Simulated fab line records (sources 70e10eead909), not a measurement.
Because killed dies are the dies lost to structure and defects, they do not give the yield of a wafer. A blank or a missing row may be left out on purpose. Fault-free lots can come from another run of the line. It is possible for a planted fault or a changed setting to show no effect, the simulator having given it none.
8D (eight disciplines) problem report, filled in by code | flow nand_harc | the parts of the form that need people (team, actions taken, sign-off) are left out

== 1. WHAT WENT WRONG ==
killed_at_array at NHARC_END_SORT_01 reads a mean of 670 on 6 wafers of 2 lots; wafers without a fault read 52 with a standard deviation of 17. That puts it +36 standard deviations away from the usual mean.
Seen first at day 27 01:40 on prober-02, wafer L243.2. Wafers with a number at this step in the record: 23, from 8 lots. Rule for "out", or "out of limits": more than 4 standard deviations from the usual mean. All remaining wafers that have a number are taken as sound.

== 2. WHAT THIS IS AND IS NOT ==
question                    | is                           | is not
which readings at this step | killed_at_array, killed_dies | killed_at_other, killed_short
which lots                  | L243, L245                   | L240, L253, L254, L255, L256, L258
which wafers of those lots  | all that have a number       | -
read on which gauges        | prober-01, prober-02         | -
when                        | from day 27 01:40            | up to then (3 sound wafers); but 14 sound wafers of L253, L254, L255, L256, L258 came after

== 3. SUSPECTS, AND WHAT RULES EACH OUT ==
Counting: any tool at a process step up to the reading is kept as a suspect provided that every lot that is out went through it and no sound lot did after the first of them.
- the gauge at NHARC_END_SORT_01: ruled out. The wafers that are out were read on 2 gauges (prober-01, prober-02).
- rie_diel-04 at NHARC_A_STAIRCASE_ETCH_188 (etches the open film in C4F8/O2, target depth 100 nm, time 40.5 s): ruled out as a lasting fault. Sound lots L254, L256 ran on it after its first lot that is out, L243 (day 17 22:56).
- rie_diel-04 at NHARC_A_STAIRCASE_ETCH_190 (etches the open film in C4F8/O2, target depth 100 nm, time 40.5 s): ruled out as a lasting fault. Sound lots L254, L256 ran on it after its first lot that is out, L243 (day 18 02:39). NHARC_A_STAIRCASE_ETCH_190 gives no start for some lots, so the hours and the order of its lots are those of NHARC_A_STAIRCASE_TRIM_196.
- rie_diel-04 at NHARC_A_STAIRCASE_TRIM_196 (chemistry O2, time 211.2 s): ruled out as a lasting fault. Sound lots L254, L256 ran on it after its first lot that is out, L243 (day 18 02:39).
Left after counting: nothing in the record.

== 4. THE CAUSE (what the simulator had put in) ==
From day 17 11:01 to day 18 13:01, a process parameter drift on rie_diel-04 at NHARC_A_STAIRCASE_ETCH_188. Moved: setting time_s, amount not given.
The count ruled it out by mistake, since the rule takes a fault to strike every lot its tool runs from the start of the fault on, and this one did not do so.

== 5. SEQUENCE OF EFFECTS, ordered by route ==
Each row: a reading whose mean over the struck wafers that have a number lies more than 3 standard deviations from the usual. Only readings whose record carries a usual standard deviation are examined. hours: median over the lots of the time between each lot's start at the first step of this table that gives one and its start at this step. sigmas: the change, counted in usual standard deviations.
hours | step                       | reading         | usual  | on struck wafers | change | sigmas
0     | NHARC_A_STAIRCASE_ETCH_188 | run_length_s    | 61.8 s | 40.0             | -21.8  | -46
215   | NHARC_END_SORT_01          | killed_at_array | 52     | 670              | +618   | +36
215   | NHARC_END_SORT_01          | killed_dies     | 58     | 677              | +619   | +36
Its process steps:
- NHARC_A_STAIRCASE_ETCH_188: etches the open film in C4F8/O2, target depth 100 nm, time 40.5 s.

== 6. WHAT WOULD HAVE CAUGHT IT SOONER ==
The first out-of-limits reading at a measuring or inspecting step in this record came at day 27 01:40, 231 hours after the fault's start at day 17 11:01.
At NHARC_A_STAIRCASE_ETCH_188, the tool's own readings (run_length_s) were out on each struck wafer the step has a row for, so an alarm limit on them would have fired on the first such wafer.
